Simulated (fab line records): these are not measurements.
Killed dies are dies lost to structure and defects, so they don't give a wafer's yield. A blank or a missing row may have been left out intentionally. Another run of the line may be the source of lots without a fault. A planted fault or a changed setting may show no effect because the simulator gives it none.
fab line records	flow n5_finfet
[record] lots = 4	wafers = 12	last_day = 17
route steps=1938 shown BEOL_M4@1041 PASSIVATION@1936
lots untouched by any fault: they come from a run of this same line in which no faults occurred
start_h: start of the lot's first displayed wafer, in hours after the record's first day	wait_h: how many hours have passed since the lot's step before this one	" the same as in the row above	L1.1+2: a row that stands for several wafers	- no value, or no start given	* or withheld: withheld	< > ~ a bound
route shown NAME@n: NAME is a module with steps in the file, n the number in the route of the first one	usual: the fault-free wafers' mean and standard deviation	same: alike in all rows	chamber/n: place in a boat	sites: each site's reading	_std_site: standard deviation of those values	_edge_site: the outer-site mean with the inner-site mean subtracted	radius_mm: how far each site lies from the wafer's centre	mask NAME#n: copy n	behind: the last tool/chamber to shape the wafer	hold: why the lot was held/for how many hours/how that ended	device: the transistor (n, p or np) that didn't switch	end of line: at the end of the route, the tests of the same wafers	for a step that has no rows: nothing shown but its recipe	killed: count of dies lost to structure and defects at first sort (not the wafer's yield)	map: the dies of a wafer, with x for killed, . for not killed, _ for no die there
set.NAME: the setting that was run; set.NAME@STEP: the one run at that earlier step	model.NAME: the simulator's own value behind a step, which no gauge read
lots at some steps of the route; a table a step, a row a wafer
services: a tool's chamber out of use, with start hour (start_h, from the record's first day; less than 0 if before it), hours out, and reason
[[steps]]
[step N5_BEOL_M4_STRIP_65]
[recipe] chemistry = N2/H2	temp_c = 40	n2_flow_sccm = 200	h2_flow_sccm = 200	rf_frequency_hz = 6e+07
[step N5_BEOL_M4_STRIP_75]
[recipe] chemistry = N2/H2	temp_c = 40	n2_flow_sccm = 200	h2_flow_sccm = 200	rf_frequency_hz = 6e+07
[step N5_BEOL_M4_STRIP_66]
[recipe] chemistry = CF4	resist = SiARC	power_w = 300	bias_power_w = 75	pressure_mtorr = 50	cf4_flow_sccm = 150	rf_frequency_hz = 6e+07
[step N5_BEOL_M4_HM_OPEN_17]
[recipe] chemistry = Cl2/BCl3	target_depth_a = 200	overetch_a = 60	target = TiN	mask_material = SOC	ion_energy_ev = 150	pressure_mtorr = 10	icp_w = 1000	bias_w = 126	Cl2_flow_sccm = 53.25	bcl3_flow_sccm = 21.75	Ar_flow_sccm = 25
[step N5_BEOL_M4_STRIP_19]
[recipe] chemistry = O2	power_w = 400	temp_c = 40	pressure_mtorr = 30	rf_frequency_hz = 6e+07	bias_power_w = 0	overash_fraction = 0.2	o2_flow_sccm = 225
[step N5_BEOL_M4_COAT_67]
[recipe] resist = SOC	temp_c = 250	time_s = 60	spin_rpm = 1500	resist_thk_nm = 60
[step N5_BEOL_M4_COAT_68]
[recipe] resist = SiARC	temp_c = 220	time_s = 60	spin_rpm = 1500	resist_thk_nm = 12
[step N5_BEOL_M4_COAT_76]
[recipe] resist = underlayer	temp_c = 205	time_s = 60	spin_rpm = 1500	resist_thk_nm = 5
[step N5_BEOL_M4_COAT_22]
[recipe] resist = CAR-EUV	spin_rpm = 1500	resist_thk_nm = 30
[step N5_BEOL_M4_EBR_24]
[recipe] solvent = PGMEA	ebr_width_mm = 1.5
[step N5_BEOL_M4_SOFTBAKE_23]
[recipe] temp_c = 110	time_s = 60	resist = CAR-EUV
[step N5_BEOL_M4_EXPOSE_25]
[recipe] mask_id = V3	na = 0.33	source_shape = quasar	sigma_inner = 0.2	sigma_outer = 0.8	polarization = unpolarized	defocus_nm = 5	dose_mj = 63
[same] na = 0.33	sigma_inner = 0.2
lot.wafer	tool	chamber	start_h	wait_h	mask	model.BEOL_M4.overlay_x_nm
L894.3+4+6	euv_scanner-02	0	172.64	-	V3#0	-0.2
L910.2+5+6	euv_scanner-01	0	267.80	-	V3#0	0
L908.1+3+4	euv_scanner-02	0	269.99	-	V3#0	11.2
L913.2+3+6	euv_scanner-02	0	292.16	-	V3#0	11.4
[step N5_BEOL_M4_PEB_26]
[recipe] peb_temp_c = 100	peb_time_s = 60	resist = CAR-EUV
[step N5_BEOL_M4_DEVELOP_27]
[recipe] develop_time_s = 30	developer = TMAH	resist = CAR-EUV	rinse_liquid = surfactant_rinse	dry = air_spin	dev_temp_c = 23
[step N5_BEOL_M4_OVL_MEAS_29]
[recipe] points_per_wafer = 522
[usual] V3_OVL = 0.0/0.65
lot.wafer	tool	chamber	start_h	wait_h	V3_OVL[nm]
L894.3	overlay-01	0	172.80	0.0	-0.1
L894.4	"	0	"	"	0.1
L894.6	"	0	"	"	-0.1
L910.2	overlay-02	0	267.97	0.0	0.0
L910.5	"	0	"	"	-0.2
L910.6	"	0	"	"	0.5
L908.1	overlay-02	0	270.17	0.0	11.4
L908.3	"	0	"	"	11.4
L908.4	"	0	"	"	12.5
L913.2	overlay-02	0	292.33	0.0	11.9
L913.3	"	0	"	"	11.1
L913.6	"	0	"	"	12.1
[step N5_BEOL_M4_DESCUM_33]
[recipe] chemistry = O2	time_s = 7	source_power_w = 50	bias_power_w = 20	pressure_mtorr = 20	rf_frequency_hz = 2.712e+07	temp_c = 40	resist = CAR-EUV	o2_flow_sccm = 225
[step N5_BEOL_M4_ETCH_77]
[recipe] chemistry = N2/H2	target = underlayer	target_depth_a = 65	mask_material = CAR-EUV	time_s = 5.2	ion_energy_ev = 200	pressure_mtorr = 30	source_w = 840	bias_w = 150	n2_flow_sccm = 200	h2_flow_sccm = 200	ends = cleared
[step N5_BEOL_M4_ETCH_69]
[recipe] chemistry = CF4	target = SiARC	target_depth_a = 156	mask_material = CAR-EUV	time_s = 26	ion_energy_ev = 80	pressure_mtorr = 40	source_w = 545	bias_w = 36	Ar_flow_sccm = 100	cf4_flow_sccm = 100	ends = cleared
[step N5_BEOL_M4_ALD_98]
[recipe] material = SiO2	target_thk_a = 25	temp_c = 100	ald_precursor_family = BDEAS	ald_co_reactant = O2-plasma	pulse_time_s = 1	co_reactant_pulse_time_s = 1	purge_time_s = 2	co_reactant_purge_time_s = 2	ald_cycles = 17	pressure_torr = 2
[step N5_BEOL_M4_ETCHBACK_99]
[recipe] chemistry = CHF3	target = SiO2	target_depth_a = 50	time_s = 10.4	source_w = 215	bias_w = 47	Ar_flow_sccm = 200	CHF3_flow_sccm = 12	ion_energy_ev = 100	pressure_mtorr = 30
[step N5_BEOL_M4_ETCH_70]
[recipe] chemistry = N2/H2	target = SOC	target_depth_a = 800	overetch_a = 240	mask_material = SiARC	temp_c = 40	time_s = 130	ion_energy_ev = 200	pressure_mtorr = 30	source_w = 840	bias_w = 150	n2_flow_sccm = 200	h2_flow_sccm = 200
[step N5_BEOL_M4_STRIP_71]
[recipe] chemistry = N2/H2	temp_c = 40	n2_flow_sccm = 200	h2_flow_sccm = 200	rf_frequency_hz = 6e+07
[step N5_BEOL_M4_STRIP_78]
[recipe] chemistry = N2/H2	temp_c = 40	n2_flow_sccm = 200	h2_flow_sccm = 200	rf_frequency_hz = 6e+07
[step N5_BEOL_M4_VIA_ETCH_34]
[recipe] chemistry = C4F6/O2	target_depth_a = 694	mask_material = SOC	pressure_mtorr = 15	ion_energy_ev = 250	taper_deg = 4	time_s = 65.9	source_w = 350	bias_w = 170	Ar_flow_sccm = 300	C4F6_flow_sccm = 10	O2_flow_sccm = 10
[step N5_BEOL_M4_STRIP_83]
[recipe] chemistry = C4F6/O2	resist = SiARC	rf_frequency_hz = 6e+07
[step N5_BEOL_M4_STRIP_36]
[recipe] chemistry = N2/H2	power_w = 450	temp_c = 40	pressure_mtorr = 20	rf_frequency_hz = 6e+07	overash_fraction = 0.3	bias_power_w = 7	h2_frac = 0.5	n2_flow_sccm = 200	h2_flow_sccm = 200
[step N5_BEOL_M4_TRENCH_ETCH_37]
[recipe] chemistry = C4F6/O2	target_depth_a = 555.55	target = SiOC	time_s = 29.2	ion_energy_ev = 250	pressure_mtorr = 30	source_w = 355	bias_w = 185	Ar_flow_sccm = 300	C4F6_flow_sccm = 10	O2_flow_sccm = 10
[step N5_BEOL_M4_ETCH_41]
[recipe] chemistry = CH3F/O2	target = SiCN	target_depth_a = 299	taper_deg = 2	time_s = 52.5	ion_energy_ev = 120	mask_material = TiN	pressure_mtorr = 30	source_w = 395	bias_w = 75	Ar_flow_sccm = 150	CH3F_flow_sccm = 30	O2_flow_sccm = 20
[step N5_BEOL_M4_STRIP_97]
[recipe] chemistry = N2/H2	time_s = 10	power_w = 450	temp_c = 40	pressure_mtorr = 20	rf_frequency_hz = 6e+07	bias_power_w = 7	n2_flow_sccm = 200	h2_flow_sccm = 200
[step N5_BEOL_M4_HM_STRIP_39]
[recipe] chemistry = peroxide_tin_strip	material = TiN	target_depth_a = 250	temp_c = 50	time_s = 158
[step N5_BEOL_M4_SRD_40]
[recipe] time_s = 30	temp_c = 23	rinse_liquid = diw	dry = ipa_marangoni
[step N5_BEOL_M4_PRECLEAN_42]
[recipe] chemistry = residue_remover	time_s = 60	temp_c = 40
[step N5_BEOL_M4_SRD_43]
[recipe] time_s = 30	temp_c = 23	rinse_liquid = diw	dry = ipa_marangoni
[step N5_BEOL_M4_DEGAS_44]
[recipe] ambient = vacuum	temp_c = 250	time_s = 60
[step N5_BEOL_M4_PRE_CLEAN_45]
[recipe] gas = H2/He	time_s = 30	temp_c = 250
[step N5_BEOL_M4_ALD_84]
[recipe] material = TaN	target_thk_a = *	temp_c = 275	ald_precursor_family = PDMAT	ald_co_reactant = NH3	pressure_torr = 3	carrier_flow_sccm = 1500	pulse_time_s = 2	purge_time_s = 3	co_reactant_purge_time_s = 2	co_reactant_pulse_time_s = 3	ald_cycles = 30	precursor_vessel_temp_c = 75	precursor_vessel_pressure_torr = 26.25	precursor_vessel_carrier_sccm = 1000
[step N5_BEOL_M4_SURFACE_TREAT_85]
[recipe] gas = Ar	time_s = *	ion_energy_ev = *	ion_current_ma_cm2 = 0.5	pressure_mtorr = *	ar_flow_sccm = 30
[step N5_BEOL_M4_RC_MEAS_101]
[usual] DIBL_N = 35.7/1.3	DIBL_P = 35.4/1.8	IOFF_N = 0.152/0.027	IOFF_P = 0.20/0.034	ION_N = 672/9.8	ION_P = 461/7.5	SS_N = 71.4/0.55	SS_P = 73.1/0.61	VT_N = 251/3.3	VT_P = -251/3.6
lot.wafer	tool	chamber	start_h	wait_h	DIBL_N[mV/V]	DIBL_P[mV/V]	IOFF_N[nA/um]	IOFF_P[nA/um]	ION_N[uA/um]	ION_P[uA/um]	SS_N[mV/dec]	SS_P[mV/dec]	VT_N[mV]	VT_P[mV]
L894.3	prober-02	0	181.50	0.3	34.6	36.3	0.165	0.19	682	464	71.3	73.0	250	-252
L894.4	"	0	"	"	36.9	37.7	0.190	0.20	680	456	72.2	73.9	249	-251
L894.6	"	0	"	"	34.4	35.2	0.150	0.17	677	456	71.4	72.6	251	-254
L910.2	prober-01	0	275.59	0.2	36.0	35.4	0.157	0.20	685	462	71.1	72.8	249	-251
L910.5	"	0	"	"	35.7	35.3	0.148	0.20	678	469	71.1	72.9	250	-249
L910.6	"	0	"	"	36.7	36.2	0.167	0.21	680	463	72.1	73.5	251	-251
L908.1	prober-01	0	278.95	0.0	34.8	32.8	0.136	0.18	670	458	71.3	72.6	252	-252
L908.3	"	0	"	"	34.5	33.8	0.143	0.19	681	463	71.1	73.5	252	-250
L908.4	"	0	"	"	33.6	31.4	0.121	0.16	662	456	70.7	73.1	252	-250
L913.2	prober-01	0	308.32	0.2	36.9	37.5	0.164	0.22	682	465	71.1	73.7	249	-254
L913.3	"	0	"	"	35.3	35.2	0.132	0.17	670	456	70.9	73.0	252	-253
L913.6	"	0	"	"	36.3	36.8	0.148	0.20	674	459	71.1	73.7	252	-251
[step N5_PASSIVATION_PROBE_49]
[usual] defect_limited_yield = 91.5/1.3	killed_at_M0_to_M3 = 33/11	killed_at_M4_up = 14/5.3	killed_at_contacts = 11/6.3	killed_at_front_end = 38/10	killed_at_other = 3.7/2.8	killed_dies = 101/16	killed_on_rim = 13/3.4	killed_open = 67/12	killed_short = 32/7.4	sort_bin_5_function = 5.0/0.86	sort_bin_6_memory = 3.2/0.69	sort_n_pass = 1079/16	sort_yield_pct = 91.5/1.3
[same] gross_dies = 1180	killed_at_back_side = 0	sort_bin_4_leakage[%] = 0	sort_bin_8_speed[%] = 0
lot.wafer	tool	chamber	start_h	wait_h	defect_limited_yield[%]	killed_at_M0_to_M3	killed_at_M4_up	killed_at_contacts	killed_at_front_end	killed_at_other	killed_dies	killed_on_rim	killed_open	killed_short	sort_bin_5_function[%]	sort_bin_6_memory[%]	sort_n_pass	sort_yield_pct[%]
L908.1	prober-02	-	381.75	0.0	29.3	38	734	6	46	10	834	103	73	34	34.5	4.2	346	29.3
L908.3	prober-02	-	381.85	0.1	18.8	37	876	5	35	5	958	123	59	35	40.9	3.5	222	18.8
L908.4	prober-02	-	381.90	0.2	13.2	60	916	4	39	5	1024	130	85	35	43.6	4.4	156	13.2
L913.2	prober-01	-	408.47	0.1	24.3	41	797	6	45	4	893	113	81	29	40.2	3.6	287	24.3
L913.3	prober-01	-	408.52	0.1	20.3	39	830	8	52	11	940	121	85	38	41.6	3.6	240	20.3
L913.6	prober-01	-	408.67	0.3	11.4	42	965	11	27	0	1045	140	57	33	45.3	2.5	135	11.4
// killed by level:class
L908.1 BEOL_M4:overlay=727 BEOL_M3:geometric_particle:open=16 FIN_SAQP:geometric_particle:short=10 FIN_SAQP:geometric_particle:open=9 BEOL_M1:geometric_particle:open=8 STI_FIN_REVEAL:geometric_particle:open=7 BEOL_M2:geometric_particle:open=5 BEOL_M7:geometric_particle:open=3
L908.3 BEOL_M4:overlay=860 BEOL_M1:geometric_particle:open=10 FIN_SAQP:geometric_particle:short=9 BEOL_M3:geometric_particle:open=9 BEOL_M2:geometric_particle:open=8 BEOL_M4:geometric_particle:open=5 STARTING-WAFER:geometric_particle:short=5 DUMMY_GATE:geometric_particle:short=4
L908.4 BEOL_M4:overlay=903 BEOL_M1:geometric_particle:open=17 BEOL_M0_SAQP:geometric_particle:open=13 BEOL_M3:geometric_particle:open=10 FIN_SAQP:geometric_particle:short=6 STI_FIN_REVEAL:geometric_particle:open=6 BEOL_M0_SAQP:geometric_particle:short=6 BEOL_M2:geometric_particle:open=6
L913.2 BEOL_M4:overlay=778 FIN_SAQP:geometric_particle:open=14 BEOL_M4:geometric_particle:open=12 BEOL_M2:geometric_particle:open=10 BEOL_M0_SAQP:geometric_particle:open=10 DUMMY_GATE:geometric_particle:open=8 BEOL_M3:geometric_particle:open=7 BEOL_M0_SAQP:geometric_particle:short=6
L913.3 BEOL_M4:overlay=811 FIN_SAQP:geometric_particle:open=20 BEOL_M2:geometric_particle:open=12 BEOL_M0_SAQP:geometric_particle:short=10 BEOL_M0_SAQP:geometric_particle:open=7 MOL_CONTACT_COAG:geometric_particle:open=6 STI_FIN_REVEAL:geometric_particle:open=5 GATE_CUT:geometric_particle:open=5
L913.6 BEOL_M4:overlay=955 BEOL_M0_SAQP:geometric_particle:short=11 MOL_CONTACT_COAG:geometric_particle:open=9 BEOL_M0_SAQP:geometric_particle:open=8 BEOL_M3:geometric_particle:open=8 FIN_SAQP:geometric_particle:open=6 FIN_SAQP:geometric_particle:short=5 BEOL_M4:geometric_particle:open=5
// map L908.4 (x killed, . not)
_________________xxxxxxxxx.xx________________
______________xxxxxxxx.xxxxxxxxx_____________
___________xxxxxx.xxxxx.xxxxxxxx.xx__________
__________xx.xxx.xxxx.xx.xxx.xxxxxxx_________
________x.x.xxxxxxxxxxxxx.xxxxxxxx.xxx_______
_______x....xxxxxxx.xxxxxx.xxx..xxxxxxx______
______xxxxxxxxx.xxxxx.xxxxxx.xxxx.xxxx.x_____
_____xx.xxxxxxxxxxxxxxxxx.xxxxxxxxxxxxxxx____
____.xxxxxxxxxx.xxxxxxxxxxxxxxxxxxxxxxxxx.___
___x.xxxx..xxxxxxxxxxx.xxxxx.xxxxxxxx..xxxx__
___xxxxxxxxxxxxxxxxxx.xxxxxxxxxxxxxxxxxxxxx__
__xxxx.xxxxxxxxxxxxxx.xxxxxxxxxxxxx.xxxxxxx._
__xxxxxx.x..xxxxxxxxxx.xxxxxx.xxxxxxxxxx...x_
_xxx..x.xxxxx.xxxxxx.xxxxx.x.xxxxxxxxxxxxxxxx
_.x.xxxxxxxxxx.xxxxxxxxx..x.xxxxxxxxxxx.xxxxx
_.xxxxxxxxxxxx.xxxxx.xx.xxxxxxxxx.xxxxxxxxxxx
_xxxxxxxx.xxxxxxxxxxxxxxxx.x.xx.xxxxxx.xxx.x.
_xxxxxxxxxxxxxxxxxxxxxxxxxxxxxxxxxxxxxxxxxxxx
_xxxxxxxxxxx.xxxxxxxxxxxxxxxxxx.xxxxxxxxx.xxx
_xx.xxxxxx..x.xxxxxx.xxxxxxx.xx.xxxxx.xxx.xxx
_xxxx.xx.x.xxxxx.xxxxxxxxxxxxxxxxxxxxxxxxxxxx
__xxxxx..xxxxxxxxx..xxxxxxxx.xx.xxx.xxxx.xxx_
__xxxxxxxxxxxxxxxxxxxxx.xxxxxxxxxx.xxxxxxxx._
___xx.xxxx.xxxxx.xxxxxxxxxxxxx..xxxxxxxxxxx__
___xxxxxxxxx.xxxxxx.xxxxxx.xx.x.xxxxxxxxxxx__
____xx.xxxx..xxxxxxx...xxxxxxxxxx..xxxxxxx___
_____xx.xxxxxxxxxxxxxxxxxxxxx.xxx.xxxx.xx____
______xxxxxx.xxxxxxxxxxx.xxxxxxxxxxxxxxx_____
_______xxx.xxxx..xxx.xxxxxxxxx.xxxx.xxx______
________xx.xxxxxx.xx..x.xxxxxxxx.xxxx._______
__________..xxxxxx.x.xxx.xxxxxxxxxxx_________
___________xx..x.xxxxxxxx.x..xxxx.x__________
______________xxx.xxxxxxxxxxx.xx_____________
_________________xxxxxxxxxxxx________________
// map L913.6 (x killed, . not)
_________________xxxxxxxxxxxx________________
______________xxxxxxxxx.xxxx.xxx_____________
___________xxxxx.xxxxxx.xxxxxxxxxxx__________
__________xx.xxxxxxxxxxxx.xxx.xxx.xx_________
________xxxxxxxxxxxxxxxxxxxxxxxxxxxxxx_______
_______xxxxxxxxxxxxxxxx.x...xx.xxxxxxx.______
______xx.x.xxxxxxxx.xxxxx.xxxxxxx.x.x.xx_____
_____xxxxxxxxxxxxx.xxxxxxxxxxx.xx.x.xx.xx____
____xx.xxxxxxx.xxxxxxxxxxxxxxxx.x.xxxxxxxx___
___x.xxx.xxx.xxxxx.xxxxx.xx.xxxxxxxxxx.xxxx__
___xxxx.x.xx.xxxxxx.xxxxxxxxxxxxxx.xxxxxxxx__
__.xxxxx.xxxxx.xxxxx.xxxxxxxxxxxxx..xxxxxxxx_
__xxxxx..xxxx.xxxxxxx.x.xx.xxxxxxx.xxxxxxxxx_
_xxxxxxxxxxxxxxxxxxx.xxxxxxxxxxxxxxxxx.xxxxx.
_xxxxxxxxxxxx.xx.xx.xxxxxxxxxxxxxxxxxxxxxxxxx
_xxxxxxxxxxxxxx.xxxx.xxxxxxxxxxxx.x.xxxxxxxxx
_xxxx.xxxxxxxx.xxxx....xxxx.xxxxxxxxxxxxx.xxx
_xx.xxxxxxxxxxxxx.xxxxxxxxxxxxx.xx.xxxxxxxxxx
_xxxxxxxxxxxxxxxxxxxxxxxxxxxxxxxxxxxxxxxxxxxx
_xxxxxxxxxxxxxxxxxxxxxxxxxxxxxxxxxxx..xxx.xxx
_xxxxx.xxxxxxxxxxxxxxxxxxxxxx.xxxxxxxxxxxxxxx
__xx..xxxxxxxxxxxxxxxxxx.xxxxx.xxxxxxx.xxxxx_
__xxx.xxxxxxxxxxxxxxxxxxxxxxxxxx.x..xxxx.xxx_
___x.xxxxxxxxxxxxxxxxxxxxxxxxxxxxxx..xxxxxx__
___x.xxxxxxxx.xxxxxxx.xxxxx.xxxxxxxxx.xxx.x__
____xxxxx.x.xxxxx..xxxxxxxxxx.xxxxxxxxxxxx___
_____xxxxxxxxxxx.xxxxxx.xxxxxx.xxxxxxxxxx____
______xxxxxxxxxxxx.x..xxxxxxxxxx.xxxxxxx_____
_______xxxxxxxxxxxxxxxxxxx.xxxxxxxx.x.x______
________xxxxxx.xx.xxxx.x.xxxx...xxxxxx_______
__________x.xxxxxxx.xxx.x.xxxxxxx..x_________
___________xxxxx.xxxxxx.xxxxxxxx.xx__________
______________xxxxxx.x.xxxxxxxxx_____________
_________________xxxxxxxxxx.x________________
[[services]]
tool	chamber	start_h	hours	kind
euv_scanner-02	-	156.80	4.6	pm
euv_scanner-01	-	163.87	1.1	repair
euv_scanner-02	-	182.26	1.0	pm
euv_scanner-01	0	189.35	-	calibration
euv_scanner-02	-	190.35	0.1	repair
euv_scanner-02	0	192.41	-	calibration
euv_scanner-02	-	194.88	0.3	repair
euv_scanner-01	-	198.16	1.0	pm
euv_scanner-02	-	199.17	6.2	pm
euv_scanner-02	-	221.81	1.0	pm
euv_scanner-01	-	244.81	4.6	pm
euv_scanner-01	-	254.31	1.0	pm
euv_scanner-02	-	276.16	4.0	repair
euv_scanner-02	-	280.18	1.0	pm
[[key]]
[first_sign] step = N5_BEOL_M4_OVL_MEAS_29	reading = V3_OVL	direction = up	sigmas = 18	usual = 0.0	struck = 11.7
[effect] step = N5_PASSIVATION_PROBE_49	reading = killed_at_M4_up	direction = up	sigmas = 99+	usual = 14	struck = 853
[model_effect] step = N5_BEOL_M4_EXPOSE_25	value = BEOL_M4.overlay_x_nm	without = -0.1	struck = 11.3
[more_kills_born_at] N5_BEOL_M4_EXPOSE_25@euv_scanner-02 = 5034
met_at N5_BEOL_M4_EXPOSE_25
struck_wafers L908.1,L908.3,L908.4,L913.2,L913.3,L913.6
onset_between 172.64 269.99
also_fits time
[fault] kind = scanner_matching_overlay	tool = euv_scanner-02	chamber = -	onset_h = 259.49	steps = N5_BEOL_M4_EXPOSE_25	offset = 11.467
